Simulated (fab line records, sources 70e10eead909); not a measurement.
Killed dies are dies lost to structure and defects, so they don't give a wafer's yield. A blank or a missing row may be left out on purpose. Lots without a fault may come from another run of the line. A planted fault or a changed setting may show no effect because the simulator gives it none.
Which tool did it? | flow nand_harc | 14 lots, 42 wafers sampled, at 5 steps of a route of 1302

WHAT THE GAUGES READ, wafer by wafer
NHARC_THIN_TSV_CD_MEAS_37. Usual: cd_nm 4998.0 nm, standard deviation 2.8.
lot  | measured     | on        | cd_nm (nm)           | flag
L368 | day 24 16:04 | cd_sem-01 | 5000.7 4998.9 4995.2 |
L369 | day 24 17:19 | cd_sem-02 | 4996.7 5000.5 4997.7 |
L370 | day 24 22:07 | cd_sem-02 | 4999.1 4995.0 4997.9 |
L371 | day 24 21:05 | cd_sem-01 | 4998.3 4999.8 5000.6 |
L373 | day 26 00:25 | cd_sem-03 | 4993.0 4992.4 4995.7 |
L374 | day 26 12:28 | cd_sem-02 | 5000.5 4996.3 5003.1 |
L375 | day 26 11:17 | cd_sem-02 | 4994.9 4999.2 4998.3 |
L377 | day 28 05:31 | cd_sem-01 | 4998.0 4999.7 4999.0 |
L379 | day 28 13:51 | cd_sem-03 | 4993.1 5000.3 4995.9 |
L380 | day 29 10:22 | cd_sem-03 | 4995.1 4996.3 4996.6 |
L383 | day 29 16:34 | cd_sem-02 | 4998.1 4999.0 4997.4 |
L382 | day 30 09:51 | cd_sem-01 | 4998.2 4999.2 4998.7 |
L390 | day 33 09:14 | cd_sem-03 | 4999.9 4999.8 4999.0 |
L391 | day 33 21:01 | cd_sem-03 | 5000.3 4998.5 4994.3 |

NHARC_END_SORT_01. Usual: killed_at_array 55, standard deviation 20; killed_at_other 0.7, standard deviation 0.96; killed_at_periphery 4.1, standard deviation 2.4; killed_dies 60, standard deviation 20; killed_open 3.3, standard deviation 1.9; killed_short 2.8, standard deviation 1.6.
lot  | measured     | on        | killed_at_array | killed_at_other | killed_at_periphery | killed_dies | killed_open | killed_short | flag
L390 | day 33 14:43 | prober-01 | 155 156 135     | 1 0 0           | 2 3 3               | 158 159 138 | 4 3 3       | 3 2 0        | OFF
L391 | day 34 07:01 | prober-01 | 150 107 129     | 1 0 0           | 2 3 5               | 153 110 134 | 2 4 2       | 9 3 2        | OFF

WHICH TOOL RAN EACH LOT (tool, then ch and the chambers of the sampled wafers, then the start)
lot  | NHARC_A_CONTACT_STRIP_103          | NHARC_THIN_TSV_DEP_43           | NHARC_THIN_TSV_ETCH_15
L368 | rie_diel-04 ch 0,1,3, day 22 13:40 | pecvd-03 ch 0,1, day 24 08:01   | rie_si-06 ch 0,1,2, day 24 09:41
L369 | rie_diel-04 ch 0,2,3, day 22 15:05 | pecvd-03 ch 0,1, day 24 09:07   | rie_si-03 ch 0,1,2, day 24 10:46
L370 | rie_diel-04 ch 0,2,3, day 22 21:20 | pecvd-03 ch 0,2, day 24 14:06   | rie_si-03 ch 0,3, day 24 15:38
L371 | rie_diel-04 ch 0,2, day 22 23:40   | pecvd-03 ch 0,1,2, day 24 12:56 | rie_si-03 ch 2,3, day 24 14:32
L373 | rie_diel-04 ch 0,1,2, day 23 16:13 | pecvd-04 ch 0,2, day 25 16:21   | rie_si-03 ch 0,1,3, day 25 17:49
L374 | rie_diel-11 ch 0,3, day 24 12:34   | pecvd-04 ch 0,1,2, day 26 04:19 | rie_si-03 ch 1,2, day 26 05:51
L375 | rie_diel-04 ch 1,2,3, day 24 15:46 | pecvd-04 ch 0,1, day 26 03:07   | rie_si-03 ch 0,1, day 26 04:46
L377 | rie_diel-04 ch 1,2,3, day 26 05:46 | pecvd-04 ch 0,1,2, day 27 21:27 | rie_si-03 ch 0,2, day 27 22:58
L379 | rie_diel-04 ch 2,3, day 26 12:09   | pecvd-03 ch 0,1,2, day 28 05:38 | rie_si-01 ch 0,1,2, day 28 07:20
L380 | rie_diel-11 ch 0,1,2, day 27 10:39 | pecvd-04 ch 1,2, day 29 01:45   | rie_si-06 ch 0,1, day 29 03:45
L383 | rie_diel-04 ch 1,2,3, day 27 17:58 | pecvd-02 ch 1,2, day 29 08:13   | rie_si-06 ch 0,1,3, day 29 09:52
L382 | rie_diel-04 ch 1,2,3, day 28 08:23 | pecvd-03 ch 0,1,2, day 30 01:06 | rie_si-03 ch 0,1,3, day 30 02:39
L390 | rie_diel-04 ch 0,1,2, day 31 11:11 | pecvd-04 ch 0,2, day 33 00:55   | rie_si-01 ch 1,2,3, day 33 02:41
L391 | rie_diel-04 ch 0,2,3, day 31 18:22 | pecvd-03 ch 0,1,2, day 33 12:41 | rie_si-01 ch 0,2,3, day 33 14:20
- NHARC_A_CONTACT_STRIP_103: strips in N2/H2.
- NHARC_THIN_TSV_DEP_43: deposits SiO2, target thk 1328.5 nm.
- NHARC_THIN_TSV_ETCH_15: target depth 3000 nm, bosch target overetch cycles 2, bosch etch step 2.8 s.

WHAT THE TOOLS THEMSELVES READ (means of the sampled wafers that have a number; where no wafer has one, the mark that the record gives instead)
NHARC_THIN_TSV_DEP_43. Usual: throttle_valve_pct 15.7 %, standard deviation 0.49.
lot  | tool     | throttle_valve_pct (%) | flag
L368 | pecvd-03 | 15.7                   |
L369 | pecvd-03 | 15.5                   |
L370 | pecvd-03 | 15.8                   |
L371 | pecvd-03 | 15.5                   |
L373 | pecvd-04 | 15.8                   |
L374 | pecvd-04 | 16.1                   |
L375 | pecvd-04 | 15.8                   |
L377 | pecvd-04 | 15.7                   |
L379 | pecvd-03 | 15.4                   |
L380 | pecvd-04 | 15.9                   |
L383 | pecvd-02 | 15.9                   |
L382 | pecvd-03 | 15.8                   |
L390 | pecvd-04 | 15.8                   |
L391 | pecvd-03 | 15.3                   |

NHARC_THIN_TSV_ETCH_15. Usual: drypump_motor_current_A 5.3 A, standard deviation 0.35.
lot  | tool      | drypump_motor_current_A (A) | flag
L368 | rie_si-06 | 5.3                         |
L369 | rie_si-03 | 5.4                         |
L370 | rie_si-03 | 5.1                         |
L371 | rie_si-03 | 5.4                         |
L373 | rie_si-03 | 5.4                         |
L374 | rie_si-03 | 5.8                         |
L375 | rie_si-03 | 5.7                         |
L377 | rie_si-03 | 5.1                         |
L379 | rie_si-01 | 5.4                         |
L380 | rie_si-06 | 5.5                         |
L383 | rie_si-06 | 5.4                         |
L382 | rie_si-03 | 5.4                         |
L390 | rie_si-01 | 5.2                         |
L391 | rie_si-01 | 5.1                         |

THE ANSWER, worked out from the rows above alone
Rule: a lot is off if the mean of its wafers that have a number lies more than 3 standard deviations from the usual mean. A lot without any number at a reading at which 4 lots or more have one is off too. The other lots that the step has rows for count as sound. The gauges are gone through in route order, then the tools' own readings, and for those a lot's mean is taken as printed above. The first step at which some lot is off is used, and at that step the reading that is off furthest; a lot without a number counts as furthest.
Off: L390, L391, at NHARC_END_SORT_01 (killed_at_array). Neither off nor sound, because the step has no rows for them: L368, L369, L370, L371, L373, L374, L375, L377, L379, L380, L383, L382.
A tool fits if, at a process step before that reading, it ran every lot that is off, and no sound lot after the first of them. The gauges at NHARC_END_SORT_01 are tried like those tools. Can't be told from this: 3 tools fit, rie_diel-04 at NHARC_A_CONTACT_STRIP_103, rie_si-01 at NHARC_THIN_TSV_ETCH_15, prober-01 at NHARC_END_SORT_01.

WHAT THE SIMULATOR HAD PUT IN
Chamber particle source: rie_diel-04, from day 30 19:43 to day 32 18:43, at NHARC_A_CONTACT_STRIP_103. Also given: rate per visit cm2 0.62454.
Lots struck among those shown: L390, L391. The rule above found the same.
